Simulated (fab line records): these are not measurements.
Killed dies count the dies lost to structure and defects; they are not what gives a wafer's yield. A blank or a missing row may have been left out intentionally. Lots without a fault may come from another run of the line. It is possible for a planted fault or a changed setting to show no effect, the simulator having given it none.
Matching of chambers	flow n5_finfet	N5_BEOL_M7_CURE_74 on uv_cure-02: 3 sister chambers
The step cures SiCOH lowk, time 240 s. 27 wafers are shown with their chamber, then 12 later ones without.

== EACH WAFER AND ITS CHAMBER ==
wafer	chamber	wafer_temp_C_max	lamp_power_pct (%)
L075.2	0	387.0	52.19
L075.5	0	386.0	52.31
L075.6	0	386.3	52.35
L078.3	1	385.8	52.31
L078.4	1	386.4	52.25
L078.5	1	385.8	52.40
L079.1	1	386.1	52.43
L079.3	1	385.7	52.17
L079.4	1	386.0	52.28
L079.2	1	386.2	52.29
L079.5	1	385.7	52.22
L079.6	1	386.2	52.35
L080.2	0	386.7	52.28
L080.5	0	386.3	52.25
L080.6	0	387.0	52.34
L083.1	2	387.2	52.43
L083.4	2	386.3	52.35
L083.5	2	386.2	52.18
L083.2	2	387.7	52.33
L083.3	2	387.2	52.30
L083.6	2	387.0	52.42
L085.2	1	385.9	52.34
L085.3	1	385.9	52.32
L085.4	1	385.8	52.33
L088.1	0	386.7	52.30
L088.2	0	386.3	52.37
L088.5	0	386.6	52.30

SIGNATURES (averages over the wafers above)
reading	chamber 0	chamber 1	chamber 2	scatter within a chamber
wafer_temp_C_max	386.544	385.958	386.933	0.363
lamp_power_pct	52.2989	52.3075	52.3350	0.0718
Rule: for each reading, subtract the chamber's mean from the wafer's reading, divide by that reading's scatter and square the result; add these up over the readings and take the root, which gives the wafer's distance from the chamber. The wafer belongs to the nearest chamber; if the next one is less than 2 further off, it can't be placed. How the scatter is found: for the shown wafers, subtract from each reading the mean of its chamber, square and add these, divide the total by (wafers less chambers), then take the root.

== WAFERS WHOSE CHAMBER IS MISSING ==
wafer	wafer_temp_C_max	lamp_power_pct (%)
L089.1	386.5	52.32
L089.4	386.4	52.37
L089.5	386.0	52.31
L092.1	385.7	52.32
L092.3	386.8	52.39
L092.6	385.9	52.21
L092.2	386.7	52.20
L092.4	386.8	52.22
L092.5	386.2	52.30
L097.3	387.4	52.32
L097.5	387.0	52.28
L097.6	387.3	52.27

== WHICH CHAMBER EACH WENT THROUGH ==
wafer	from the rows above	in truth
L089.1	can't be placed: 0 or 2 or 1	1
L089.4	can't be placed: 0 or 1 or 2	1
L089.5	can't be placed: 1 or 0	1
L092.1	can't be placed: 1 or 0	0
L092.3	can't be placed: 2 or 0 or 1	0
L092.6	can't be placed: 1 or 0 or 2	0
L092.2	can't be placed: 0 or 2 or 1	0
L092.4	can't be placed: 0 or 2 or 1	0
L092.5	can't be placed: 1 or 0 or 2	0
L097.3	can't be placed: 2 or 0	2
L097.5	can't be placed: 2 or 0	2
L097.6	can't be placed: 2 or 0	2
Correct placement for 0 of the 12. Unplaceable from these rows: 12, with the true chamber sitting among the candidates in 12. Number placed wrongly: 0.
